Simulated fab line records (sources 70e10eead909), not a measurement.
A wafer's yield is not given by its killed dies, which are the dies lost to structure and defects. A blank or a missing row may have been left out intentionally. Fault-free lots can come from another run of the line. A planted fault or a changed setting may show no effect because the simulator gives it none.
fab line records | flow nand-harc
record: lots: 11 | wafers: 33 | last-day: 34
route steps=1302 shown P_STI@89 P_GATE@124 END@1302
lots untouched by any fault: they come from a run of this same line in which no faults occurred
start-h: start of the lot's first displayed wafer, in hours after the record's first day | wait-h: hours from the lot's prior step to this one | " the same as in the row above | L1.1+2: a row that stands for several wafers | - no value, or no start given | * or withheld: withheld | < > ~ a bound
route shown NAME@n: names a module that has steps shown in the file, with the first one's number in the route | usual: mean/standard deviation taken from wafers without a fault | same: alike in all rows | chamber/n: place in a boat | sites: each site's reading | _std_site: the values' standard deviation | _edge_site: inner sites' mean taken away from outer sites' mean | radius-mm: how far each site lies from the wafer's centre | mask NAME#n: copy n | behind: tool/chamber where the wafer was last shaped | hold: cause of the lot's hold/its duration in hours/its outcome | device: the transistor (n, p or np) that didn't switch | end of line: the tests these same wafers got at the end of their route | a step given without rows: its recipe and nothing more | killed: not the wafer's yield, but the dies lost to structure and defects at the first sort | map: shows each die of a wafer: x if killed, . if not, _ if none is there
set.NAME: the run value of the setting; set.NAME@STEP: its run value at that earlier step | model.NAME: the simulator's own value behind a step, which no gauge read
steps of the route over a sample of lots; a table a step, a row a wafer
services: a tool's chamber out of use, with start hour (start-h, from the record's first day; less than 0 if before it), hours out, and reason
== steps ==
step: NHARC_P_STI_ETCH_31
recipe: target-depth-a: 1089 | time-s: 54.5 | cf4-flow-sccm: 100 | chf3-flow-sccm: 30 | ar-flow-sccm: 0 | rf-w: 500 | bias-w: 200 | chemistry: CF4/CHF3
usual: chamber-pressure-mTorr: 25.000/0.023 | chf3-flow-sccm: 29.99/0.095 | drypump-motor-current-A: 5.8/0.48 | oes-product-au: 0.967/0.017 | rf-vpp-V: 369.8/1.8 | showerhead-plenum-p-Torr: 1.55/0.047 | throttle-valve-pct: 16.803/0.0084
lot.wafer | tool        | chamber | start-h | wait-h | chamber-pressure-mTorr | chf3-flow-sccm | drypump-motor-current-A | oes-product-au | rf-hours-counter-h | rf-vpp-V | showerhead-plenum-p-Torr | throttle-valve-pct
L235.1    | rie-diel-07 | 3       | -       | -      | 24.996                 | 30.10          | 6.2                     | 0.974          | 5                  | 370.0    | 1.58                     | 16.802
L235.4    | "           | 0       | "       | "      | 24.967                 | 30.01          | 5.3                     | 0.978          | 5                  | 367.7    | 1.47                     | 16.806
L235.6    | "           | 3       | "       | "      | 24.999                 | 30.04          | 6.1                     | 0.976          | -                  | 371.0    | 1.58                     | 16.797
L236.2    | rie-diel-11 | 1       | -       | -      | 25.016                 | 29.89          | 6.0                     | 0.949          | 13                 | 369.2    | 1.55                     | 16.793
L236.4    | "           | 2       | "       | "      | 25.012                 | 30.01          | 5.6                     | 0.976          | 14                 | 370.7    | 1.55                     | 16.810
L236.1    | "           | 3       | "       | "      | 25.011                 | 29.85          | 5.7                     | 0.981          | 13                 | 371.3    | 1.55                     | 16.798
L238.3    | rie-diel-07 | 2       | -       | -      | 25.022                 | 30.24          | 6.2                     | 0.978          | 8                  | 369.2    | 1.56                     | 16.811
L238.1    | "           | 3       | "       | "      | 25.029                 | 29.97          | 6.1                     | 0.966          | 7                  | 370.0    | 1.58                     | 16.795
L238.5    | "           | 2       | "       | "      | 25.022                 | 30.12          | 6.2                     | 0.966          | -                  | 369.3    | 1.56                     | 16.815
L239.1    | rie-diel-11 | 0       | -       | -      | 24.987                 | 29.93          | 6.0                     | 0.963          | 1                  | 369.6    | 1.51                     | 16.808
L239.4    | "           | 1       | "       | "      | 24.995                 | 29.99          | 6.0                     | 0.964          | 1                  | 369.5    | 1.55                     | 16.809
L239.2    | "           | 2       | "       | "      | 25.008                 | 30.00          | 5.7                     | 1.007          | 1                  | 369.9    | 1.55                     | 16.811
L240.3    | rie-diel-11 | 2       | -       | -      | 25.028                 | 29.91          | 5.6                     | 0.990          | 2                  | 368.9    | 1.55                     | 16.807
L240.2    | "           | 3       | "       | "      | 24.987                 | 29.99          | 5.7                     | 0.995          | 2                  | 370.4    | 1.55                     | 16.808
L240.1    | "           | 0       | "       | "      | 24.984                 | 30.08          | 6.1                     | 0.951          | 2                  | 367.3    | 1.51                     | 16.793
L247.3    | rie-diel-07 | 0       | -       | -      | 24.962                 | 30.01          | 5.3                     | 0.977          | 3                  | 367.5    | 1.47                     | 16.809
L247.1    | "           | 2       | "       | "      | 25.005                 | 29.90          | 6.3                     | 0.970          | 4                  | 369.4    | 1.56                     | 16.804
L247.5    | "           | 3       | "       | "      | 24.982                 | 30.02          | 6.1                     | 0.966          | -                  | 369.8    | 1.58                     | 16.798
L249.1    | rie-diel-13 | 1       | -       | -      | 24.968                 | 29.97          | 4.7                     | 0.969          | 1                  | 369.1    | 1.51                     | 16.813
L249.4    | "           | 0       | "       | "      | 24.990                 | 29.96          | 5.0                     | 0.981          | 1                  | 374.8    | 1.66                     | 16.798
L249.5    | "           | 2       | "       | "      | 25.024                 | 29.91          | 5.9                     | 0.977          | -                  | 370.4    | 1.58                     | 16.797
L252.2    | rie-diel-11 | 0       | -       | -      | 24.971                 | 30.12          | 6.1                     | 0.972          | 13                 | 368.2    | 1.51                     | 16.799
L252.5    | "           | 2       | "       | "      | 24.997                 | 30.04          | 5.6                     | 0.979          | -                  | 370.8    | 1.55                     | 16.798
L252.6    | "           | 3       | "       | "      | 24.992                 | 29.92          | 5.7                     | 0.996          | -                  | 372.0    | 1.55                     | 16.801
L254.4    | rie-diel-07 | 0       | -       | -      | 25.014                 | 29.94          | 5.3                     | 0.976          | 8                  | 365.3    | 1.47                     | 16.799
L254.2    | "           | 1       | "       | "      | 25.005                 | 30.13          | 5.9                     | 0.979          | 8                  | 369.6    | 1.53                     | 16.804
L254.3    | "           | 3       | "       | "      | 25.011                 | 29.98          | 6.1                     | 0.964          | 9                  | 371.6    | 1.58                     | 16.794
L256.3    | rie-diel-11 | 0       | -       | -      | 24.988                 | 30.10          | 6.1                     | 0.996          | 0                  | 367.6    | 1.51                     | 16.803
L256.2    | "           | 1       | "       | "      | 25.006                 | 29.96          | 5.9                     | 0.978          | 0                  | 368.7    | 1.55                     | 16.798
L256.1    | "           | 2       | "       | "      | 25.026                 | 29.91          | 5.6                     | 0.964          | 0                  | 368.8    | 1.55                     | 16.815
L257.3    | rie-diel-13 | 0       | -       | -      | 25.010                 | 30.01          | 5.1                     | 0.954          | 5                  | 373.6    | 1.66                     | 16.789
L257.5    | "           | 0       | "       | "      | 25.042                 | 30.13          | 5.0                     | 0.951          | -                  | 373.9    | 1.66                     | 16.791
L257.6    | "           | 1       | "       | "      | 24.996                 | 30.10          | 4.7                     | 0.968          | -                  | 369.4    | 1.51                     | 16.804
step: NHARC_P_STI_ETCH_15
recipe: target-depth-a: 3000 | taper-deg: 4 | time-s: 100.1 | hbr-flow-sccm: 150 | cl2-flow-sccm: 50 | rf-w: 400 | icp-w: 400 | bias-w: 100 | chemistry: HBr/Cl2
usual: chamber-pressure-mTorr: 15.000/0.017 | drypump-motor-current-A: 6.0/0.51 | oes-product-au: 1.001/0.0088 | throttle-valve-pct: 26.405/0.0078
lot.wafer | tool      | chamber | start-h | wait-h | chamber-pressure-mTorr | drypump-motor-current-A | oes-product-au | rf-hours-counter-h | throttle-valve-pct
L235.1    | rie-si-05 | 2       | 59.47   | -      | 15.021                 | 6.8                     | 1.005          | 0.51               | 26.395
L235.6    | "         | 1       | "       | "      | 15.008                 | 5.7                     | 0.996          | -                  | 26.407
L235.4    | "         | 2       | "       | "      | 15.024                 | 6.8                     | 1.001          | -                  | 26.408
L236.4    | rie-si-03 | 2       | 63.37   | -      | 15.021                 | 6.0                     | 0.992          | 0.08               | 26.416
L236.1    | "         | 3       | "       | "      | 14.998                 | 5.0                     | 1.014          | 0.06               | 26.398
L236.2    | "         | 0       | "       | "      | 14.986                 | 5.1                     | 1.003          | 0.08               | 26.410
L238.3    | rie-si-04 | 1       | 85.39   | -      | 15.013                 | 5.5                     | 0.985          | 0.55               | 26.393
L238.1    | "         | 2       | "       | "      | 14.999                 | 6.1                     | 1.000          | 0.57               | 26.385
L238.5    | "         | 1       | "       | "      | 15.017                 | 5.5                     | 0.990          | -                  | 26.405
L239.1    | rie-si-04 | 0       | 94.49   | -      | 15.010                 | 6.2                     | 1.021          | 0.66               | 26.416
L239.4    | "         | 1       | "       | "      | 15.009                 | 5.5                     | 1.000          | 0.63               | 26.412
L239.2    | "         | 2       | "       | "      | 15.002                 | 6.1                     | 1.006          | 0.61               | 26.407
L240.3    | rie-si-05 | 1       | 102.75  | -      | 15.011                 | 5.7                     | 1.003          | 0.84               | 26.411
L240.1    | "         | 2       | "       | "      | 15.011                 | 6.8                     | 1.009          | 0.84               | 26.405
L240.2    | "         | 3       | "       | "      | 14.975                 | 6.5                     | 1.003          | 0.68               | 26.402
L247.1    | rie-si-05 | 0       | 172.70  | -      | 14.995                 | 5.9                     | 0.998          | 0.22               | 26.394
L247.3    | "         | 1       | "       | "      | 14.987                 | 5.7                     | 0.995          | 0.24               | 26.406
L247.5    | "         | 3       | "       | "      | 14.973                 | 6.5                     | 0.999          | -                  | 26.416
L249.4    | rie-si-03 | 3       | 196.56  | -      | 14.980                 | 5.0                     | 1.013          | 0.85               | 26.379
L249.1    | "         | 1       | "       | "      | 14.976                 | 6.6                     | 0.996          | 0.82               | 26.409
L249.5    | "         | 3       | "       | "      | 15.000                 | 5.0                     | 1.024          | -                  | 26.405
L252.2    | rie-si-05 | 3       | 222.75  | -      | 14.988                 | 6.5                     | 1.002          | 0.52               | 26.414
L252.6    | "         | 0       | "       | "      | 14.984                 | 5.9                     | 0.998          | -                  | 26.409
L252.5    | "         | 1       | "       | "      | 14.997                 | 5.7                     | 0.999          | -                  | 26.403
L254.2    | rie-si-04 | 3       | 244.91  | -      | 14.983                 | 5.9                     | 1.007          | 0.38               | 26.412
L254.3    | "         | 0       | "       | "      | 15.011                 | 6.2                     | 1.014          | 0.36               | 26.405
L254.4    | "         | 1       | "       | "      | 15.005                 | 5.5                     | 1.009          | 0.40               | 26.411
L256.1    | rie-si-05 | 2       | 265.16  | -      | 15.003                 | 6.8                     | 1.003          | 0.82               | 26.403
L256.2    | "         | 3       | "       | "      | 15.006                 | 6.5                     | 0.992          | 0.82               | 26.427
L256.3    | "         | 0       | "       | "      | 15.000                 | 5.9                     | 0.998          | 0.90               | 26.414
L257.3    | rie-si-03 | 1       | 274.87  | -      | 14.996                 | 6.6                     | 0.993          | 0.19               | 26.403
L257.5    | "         | 1       | "       | "      | 15.010                 | 6.6                     | 0.990          | -                  | 26.400
L257.6    | "         | 2       | "       | "      | 15.021                 | 6.0                     | 0.994          | -                  | 26.405
step: NHARC_P_GATE_DESCUM_13
recipe: time-s: 3 | o2-flow-sccm: 200 | ar-flow-sccm: 0 | bias-power-w: 0 | chemistry: O2
usual: chamber-pressure-mTorr: 60.00/0.055 | drypump-motor-current-A: 5.7/0.5 | oes-product-au: 1.000/0.01 | rf-vpp-V: 57.7/0.92 | showerhead-plenum-p-Torr: 1.91/0.079 | throttle-valve-pct: 11.311/0.0088
lot.wafer | tool        | chamber | start-h | wait-h | chamber-pressure-mTorr | drypump-motor-current-A | oes-product-au | rf-hours-counter-h | rf-vpp-V | showerhead-plenum-p-Torr | throttle-valve-pct
L235.4    | rie-diel-10 | 0       | 97.07   | -      | 60.11                  | 5.7                     | 0.989          | 1.2                | 57.6     | 1.85                     | 11.307
L235.1    | "           | 1       | "       | "      | 60.04                  | 5.2                     | 0.993          | 1.3                | 57.7     | 1.95                     | 11.320
L235.6    | "           | 3       | "       | "      | 60.04                  | 6.3                     | 1.002          | -                  | 56.3     | 1.80                     | 11.312
L236.1    | rie-diel-06 | 2       | 97.21   | -      | 60.02                  | 5.2                     | 0.987          | 6.3                | 57.6     | 1.78                     | 11.295
L236.2    | "           | 3       | "       | "      | 60.08                  | 6.2                     | 0.991          | 5.3                | 58.8     | 1.97                     | 11.297
L236.4    | "           | 0       | "       | "      | 60.01                  | 5.9                     | 0.999          | 4.9                | 57.5     | 1.95                     | 11.302
L238.1    | rie-diel-06 | 1       | 118.74  | -      | 59.90                  | 5.1                     | 0.992          | 7.6                | 59.8     | 1.97                     | 11.320
L238.3    | "           | 3       | "       | "      | 60.07                  | 6.2                     | 1.002          | 6.2                | 57.5     | 1.97                     | 11.313
L238.5    | "           | 1       | "       | "      | 60.01                  | 5.0                     | 0.991          | -                  | 58.8     | 1.97                     | 11.302
L239.2    | rie-diel-02 | 2       | 134.19  | -      | 60.02                  | 5.9                     | 1.000          | 7.4                | 58.3     | 2.04                     | 11.312
L239.4    | "           | 3       | "       | "      | 59.99                  | 5.3                     | 0.990          | 7.2                | 56.7     | 1.91                     | 11.293
L239.1    | "           | 0       | "       | "      | 59.97                  | 5.0                     | 0.990          | 6.4                | 56.8     | 1.92                     | 11.307
L240.1    | rie-diel-10 | 0       | 138.51  | -      | 59.97                  | 5.7                     | 0.993          | 3.3                | 57.2     | 1.85                     | 11.327
L240.2    | "           | 2       | "       | "      | 59.98                  | 6.4                     | 1.004          | 2.8                | 57.4     | 1.90                     | 11.318
L240.3    | "           | 3       | "       | "      | 60.00                  | 6.4                     | 0.997          | 2.8                | 58.7     | 1.80                     | 11.298
L247.1    | rie-diel-10 | 2       | 215.53  | -      | 60.02                  | 6.4                     | 1.007          | 7.1                | 57.9     | 1.90                     | 11.297
L247.3    | "           | 0       | "       | "      | 59.96                  | 5.7                     | 0.999          | 8.8                | 58.0     | 1.84                     | 11.309
L247.5    | "           | 3       | "       | "      | 60.01                  | 6.4                     | 1.006          | -                  | 56.0     | 1.80                     | 11.319
L249.1    | rie-diel-06 | 1       | 229.66  | -      | 60.05                  | 5.0                     | 0.988          | 1.9                | 57.9     | 1.97                     | 11.324
L249.4    | "           | 2       | "       | "      | 60.05                  | 5.2                     | 0.989          | 2.2                | 57.8     | 1.78                     | 11.314
L249.5    | "           | 0       | "       | "      | 59.92                  | 5.9                     | 0.985          | -                  | 59.2     | 1.95                     | 11.319
L252.2    | rie-diel-02 | 3       | 260.34  | -      | 59.99                  | 5.3                     | 0.991          | 3.0                | 56.9     | 1.91                     | 11.300
L252.5    | "           | 2       | "       | "      | 59.95                  | 6.0                     | 0.997          | -                  | 58.1     | 2.04                     | 11.322
L252.6    | "           | 3       | "       | "      | 60.02                  | 5.3                     | 1.004          | -                  | 57.8     | 1.91                     | 11.315
L254.2    | rie-diel-06 | 1       | 281.79  | -      | 59.98                  | 5.1                     | 0.984          | 4.9                | 59.4     | 1.97                     | 11.321
L254.3    | "           | 3       | "       | "      | 60.00                  | 6.2                     | 1.009          | 6.4                | 57.5     | 1.97                     | 11.305
L254.4    | "           | 0       | "       | "      | 60.00                  | 5.9                     | 0.984          | 5.6                | 57.8     | 1.95                     | 11.322
L256.3    | rie-diel-02 | 3       | 300.57  | -      | 59.95                  | 5.3                     | 0.995          | 6.8                | 58.2     | 1.91                     | 11.317
L256.1    | "           | 0       | "       | "      | 60.01                  | 5.0                     | 1.013          | 5.4                | 59.0     | 1.92                     | 11.308
L256.2    | "           | 1       | "       | "      | 60.08                  | 5.8                     | 1.014          | 6.8                | 56.1     | 1.80                     | 11.318
L257.3    | rie-diel-10 | 0       | 313.64  | -      | 60.00                  | 5.7                     | 1.006          | 2.6                | 56.7     | 1.84                     | 11.309
L257.5    | "           | 3       | "       | "      | 59.96                  | 6.4                     | 1.010          | -                  | 58.0     | 1.80                     | 11.322
L257.6    | "           | 0       | "       | "      | 59.98                  | 5.7                     | 1.010          | -                  | 57.5     | 1.84                     | 11.298
step: NHARC_P_GATE_CVD_17
recipe: target-thk-a: 1500 | temp-c: 620 | time-s: 900 | material: poly-Si
lot.wafer  | tool          | chamber | start-h | wait-h
L235.1+4+6 | lpcvd-poly-03 | 0       | 106.88  | 2.7
L236.1+2+4 | lpcvd-poly-03 | 0       | 106.88  | 2.7
L238.1+3+5 | lpcvd-poly-01 | 0       | 133.60  | 2.7
L239.1+2+4 | lpcvd-poly-01 | 0       | 148.23  | 2.7
L240.1+2+3 | lpcvd-poly-01 | 0       | 148.23  | 2.7
L247.1+3+5 | lpcvd-poly-04 | 0       | 225.33  | 2.6
L249.1+4+5 | lpcvd-poly-04 | 0       | 239.40  | 2.6
L252.2+5+6 | lpcvd-poly-03 | 0       | 270.37  | 2.5
L254.2+3+4 | lpcvd-poly-04 | 0       | 291.68  | 2.6
L256.1+2+3 | lpcvd-poly-01 | 0       | 310.54  | 2.7
L257.3+5+6 | lpcvd-poly-01 | 0       | 326.33  | 2.7
step: NHARC_P_GATE_INSPECT_28
usual: raw-defect-count: 5.8/2.8
lot.wafer | tool              | chamber | start-h | wait-h | raw-defect-count
L236.1    | defect-inspect-02 | -       | 112.57  | 0.0    | 6
L236.2    | "                 | -       | "       | "      | 9
L236.4    | "                 | -       | "       | "      | 5
L235.1    | defect-inspect-02 | -       | 113.04  | 0.0    | 6
L235.4    | "                 | -       | "       | "      | 2
L235.6    | "                 | -       | "       | "      | 4
L238.1    | defect-inspect-02 | -       | 137.54  | 0.0    | 3
L238.3    | "                 | -       | "       | "      | 3
L238.5    | "                 | -       | "       | "      | 2
L239.1    | defect-inspect-01 | -       | 155.51  | 0.0    | 27
L239.2    | "                 | -       | "       | "      | 13
L239.4    | "                 | -       | "       | "      | 25
L240.1    | defect-inspect-01 | -       | 155.97  | 0.0    | 19
L240.2    | "                 | -       | "       | "      | 17
L240.3    | "                 | -       | "       | "      | 29
L247.1    | defect-inspect-01 | -       | 231.63  | 0.0    | 10
L247.3    | "                 | -       | "       | "      | 4
L247.5    | "                 | -       | "       | "      | 6
L249.1    | defect-inspect-01 | -       | 248.41  | 0.0    | 4
L249.4    | "                 | -       | "       | "      | 7
L249.5    | "                 | -       | "       | "      | 2
L252.2    | defect-inspect-02 | -       | 274.57  | 0.0    | 4
L252.5    | "                 | -       | "       | "      | 1
L252.6    | "                 | -       | "       | "      | 3
L254.2    | defect-inspect-02 | -       | 296.31  | 0.0    | 3
L254.3    | "                 | -       | "       | "      | 7
L254.4    | "                 | -       | "       | "      | 3
L256.1    | defect-inspect-02 | -       | 314.84  | 0.0    | 9
L256.2    | "                 | -       | "       | "      | 10
L256.3    | "                 | -       | "       | "      | 5
L257.3    | defect-inspect-02 | -       | 330.41  | 0.0    | 5
L257.5    | "                 | -       | "       | "      | 9
L257.6    | "                 | -       | "       | "      | 7
step: NHARC_END_SORT_01
recipe: temp-c: 25
usual: killed-at-array: 56/21 | killed-at-other: 0.8/1 | killed-at-periphery: 3.6/2.8 | killed-dies: 60/20 | killed-open: 3.2/1.9 | killed-short: 2.4/1.6
same: gross-dies: 677
lot.wafer | tool      | chamber | start-h | wait-h | killed-at-array | killed-at-other | killed-at-periphery | killed-dies | killed-open | killed-short
L240.1    | prober-01 | 0       | 631.56  | 2.4    | 50              | 1               | 10                  | 61          | 3           | 0
L240.2    | prober-01 | 0       | 632.35  | 2.8    | 78              | 0               | 11                  | 89          | 5           | 4
L240.3    | prober-01 | 0       | 633.15  | 3.1    | 71              | 2               | 16                  | 89          | 1           | 2
L239.1    | prober-02 | 0       | 631.60  | 2.5    | 52              | 0               | 13                  | 65          | 3           | 0
L239.2    | prober-02 | 0       | 632.40  | 2.8    | 63              | 1               | 9                   | 73          | 3           | 7
L239.4    | prober-02 | 0       | 634.00  | 3.4    | 48              | 0               | 16                  | 64          | 3           | 0
L247.1    | prober-01 | 0       | 696.65  | 2.5    | 78              | 0               | 2                   | 80          | 2           | 1
L247.3    | prober-01 | 0       | 698.27  | 3.1    | 93              | 0               | 3                   | 96          | 7           | 5
L247.5    | prober-01 | 0       | 699.89  | 3.7    | 65              | 2               | 1                   | 68          | 4           | 3
L249.1    | prober-02 | 0       | 708.46  | 2.5    | 21              | 0               | 5                   | 26          | 6           | 2
L249.4    | prober-02 | 0       | 710.83  | 3.4    | 23              | 0               | 2                   | 25          | 1           | 1
L249.5    | prober-02 | 0       | 711.62  | 3.7    | 32              | 1               | 2                   | 35          | 2           | 4
killed by level:class
L240.1 A_CHANNEL_HOLE_D1:chamber-film-flake=26 A_SLIT:chamber-film-flake=17 P_GATE:unspecified=8 P_ZERO_WELL:chamber-film-flake=2 A_ONON_D1:geometric-particle:open=1 A_ONON_D2:geometric-particle:open=1 A_WL_FILL:geometric-particle:open=1 A_ZERO_WELL:chamber-film-flake=1
L239.1 A_CHANNEL_HOLE_D2:chamber-film-flake=35 P_GATE:unspecified=13 A_CHANNEL_FILL_D2:chamber-film-flake=7 A_CONTACT:chamber-film-flake=2 A_STAIRCASE:chamber-film-flake=2 A_CHANNEL_HOLE_D1:geometric-particle:open=1 A_ONON_D2:geometric-particle:open=1 A_M0:geometric-particle:open=1
L240.2 A_CHANNEL_HOLE_D1:chamber-film-flake=35 A_SLIT:chamber-film-flake=22 A_CHANNEL_HOLE_D2:chamber-film-flake=11 P_GATE:unspecified=9 A_ONON_D1:geometric-particle:open=3 A_M1:chamber-film-flake=2 P_CONTACT:geometric-particle:open=1 P_M0:geometric-particle:open=1
L239.2 A_CHANNEL_HOLE_D2:chamber-film-flake=39 P_GATE:unspecified=5 A_SLIT:chamber-film-flake=4 A_CHANNEL_FILL_D2:chamber-film-flake=3 A_CHANNEL_HOLE_D1:geometric-particle:short=2 A_WL_FILL:geometric-particle:open=2 A_DECK1_JOINT:chamber-film-flake=2 A_CONTACT:chamber-film-flake=2
L240.3 A_CHANNEL_HOLE_D1:chamber-film-flake=35 A_SLIT:chamber-film-flake=19 P_GATE:unspecified=14 A_CHANNEL_HOLE_D2:chamber-film-flake=11 A_CONTACT:chamber-film-flake=2 A_M1:chamber-film-flake=2 THIN_TSV:chamber-film-flake=2 P_GATE:geometric-particle:short=1
L239.4 A_CHANNEL_HOLE_D2:chamber-film-flake=34 P_GATE:unspecified=14 A_CHANNEL_FILL_D2:chamber-film-flake=3 A_CONTACT:chamber-film-flake=3 A_CHANNEL_HOLE_D1:chamber-film-flake=2 A_ONON_D2:geometric-particle:open=1 A_CONTACT:geometric-particle:open=1 A_M0:geometric-particle:open=1
L247.1 A_CHANNEL_HOLE_D1:chamber-film-flake=32 A_SLIT:chamber-film-flake=30 A_CONTACT:chamber-film-flake=6 A_CHANNEL_HOLE_D2:chamber-film-flake=3 A_STAIRCASE:chamber-film-flake=2 P_M0:geometric-particle:open=1 A_SGD_CUT:geometric-particle:short=1 A_M0:geometric-particle:open=1
L247.3 A_CHANNEL_HOLE_D1:chamber-film-flake=35 A_SLIT:chamber-film-flake=34 A_CONTACT:chamber-film-flake=5 A_CHANNEL_HOLE_D2:chamber-film-flake=3 A_STAIRCASE:chamber-film-flake=2 A_WL_FILL:chamber-film-flake=2 A_BONDPAD:chamber-film-flake=2 P_GATE:geometric-particle:open=1
L247.5 A_CHANNEL_HOLE_D1:chamber-film-flake=29 A_SLIT:chamber-film-flake=17 A_STAIRCASE:chamber-film-flake=5 A_CONTACT:chamber-film-flake=4 A_CHANNEL_HOLE_D2:chamber-film-flake=3 P_M2:geometric-particle:open=1 A_ONON_D1:geometric-particle:short=1 A_ONON_D1:geometric-particle:open=1
L249.1 A_CHANNEL_HOLE_D1:chamber-film-flake=4 A_CHANNEL_FILL_D2:chamber-film-flake=3 A_STAIRCASE:chamber-film-flake=3 A_ONON_D2:geometric-particle:open=2 P_GATE:chamber-film-flake=2 A_SLIT:chamber-film-flake=2 A_CONTACT:chamber-film-flake=2 P_STI:geometric-particle:short=1
L249.4 A_CHANNEL_HOLE_D1:chamber-film-flake=11 A_ZERO_WELL:chamber-film-flake=3 P_STI:chamber-film-flake=2 A_STAIRCASE:chamber-film-flake=2 A_M0:geometric-particle:short=1 A_M1:geometric-particle:open=1 A_CHANNEL_FILL_D1:chamber-film-flake=1 A_CHANNEL_FILL_D2:chamber-film-flake=1
L249.5 A_CHANNEL_HOLE_D1:chamber-film-flake=12 A_STAIRCASE:chamber-film-flake=3 A_CONTACT:chamber-film-flake=3 A_DECK1_JOINT:chamber-film-flake=2 A_SLIT:chamber-film-flake=2 A_WL_FILL:chamber-film-flake=2 A_ONON_D1:geometric-particle:short=1 A_ONON_D1:geometric-particle:open=1
== services ==
tool          | chamber | start-h | hours | kind
rie-si-05     | 3       | 50.66   | 13.1  | repair
rie-diel-07   | 0       | 62.44   | 6.3   | repair
rie-diel-10   | -       | 65.50   | 9.0   | pm
rie-diel-11   | -       | 78.50   | 9.0   | pm
rie-diel-06   | 3       | 79.19   | 15.9  | repair
rie-diel-07   | -       | 117.20  | 9.0   | pm
rie-diel-11   | 1       | 117.76  | 32.7  | repair
rie-si-05     | -       | 128.00  | 9.0   | pm
rie-diel-06   | -       | 130.20  | 9.0   | pm
rie-diel-11   | 3       | 138.14  | 3.9   | repair
rie-diel-11   | 1       | 156.06  | 9.9   | repair
rie-diel-10   | 2       | 159.56  | 16.5  | repair
rie-diel-11   | -       | 164.17  | 0.9   | repair
rie-diel-10   | 1       | 170.50  | 2.6   | repair
rie-diel-06   | 3       | 182.51  | 5.0   | repair
rie-diel-11   | 0       | 189.51  | 6.1   | repair
rie-diel-06   | 2       | 192.54  | 2.5   | repair
rie-diel-11   | 3       | 207.32  | 2.9   | repair
rie-diel-11   | -       | 229.24  | 2.5   | repair
rie-diel-11   | -       | 255.50  | 9.0   | pm
rie-si-05     | 0       | 277.08  | 1.1   | repair
lpcvd-poly-01 | -       | 281.53  | 8.5   | repair
rie-si-05     | 3       | 285.93  | 2.5   | repair
rie-si-05     | -       | 305.00  | 9.0   | pm
== key ==
first-sign: step: NHARC_P_GATE_INSPECT_28 | reading: raw-defect-count | direction: up | sigmas: 5.6 | usual: 5.8 | struck: 21.7
effect: step: NHARC_END_SORT_01 | reading: killed-at-periphery | direction: up | sigmas: 3.2 | usual: 3.6 | struck: 12.5 | wafers-moved: 5
met-at NHARC_P_GATE_CVD_17
struck-lots L239,L240
struck-wafers L239.1,L239.2,L239.4,L240.1,L240.2,L240.3
tester-left-out L239,L240
not-acting-at NHARC_P_STI_ETCH_31,NHARC_P_STI_ETCH_15,NHARC_P_GATE_DESCUM_13
onset-between 133.60 148.23
fault: kind: chamber-particle-source | tool: lpcvd-poly-01 | chamber: 0 | onset-h: 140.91 | steps: NHARC_P_GATE_CVD_17 | rate-per-visit-cm2: 0.018292 | end-h: 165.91
tester-left-out: of these lots the tester's yield and bins aren't shown, on N5 and GAA mostly nor the transistor test; their killed dies are dies lost to structure and defects alone, not to doping, threshold or leakage, so they don't give the yield
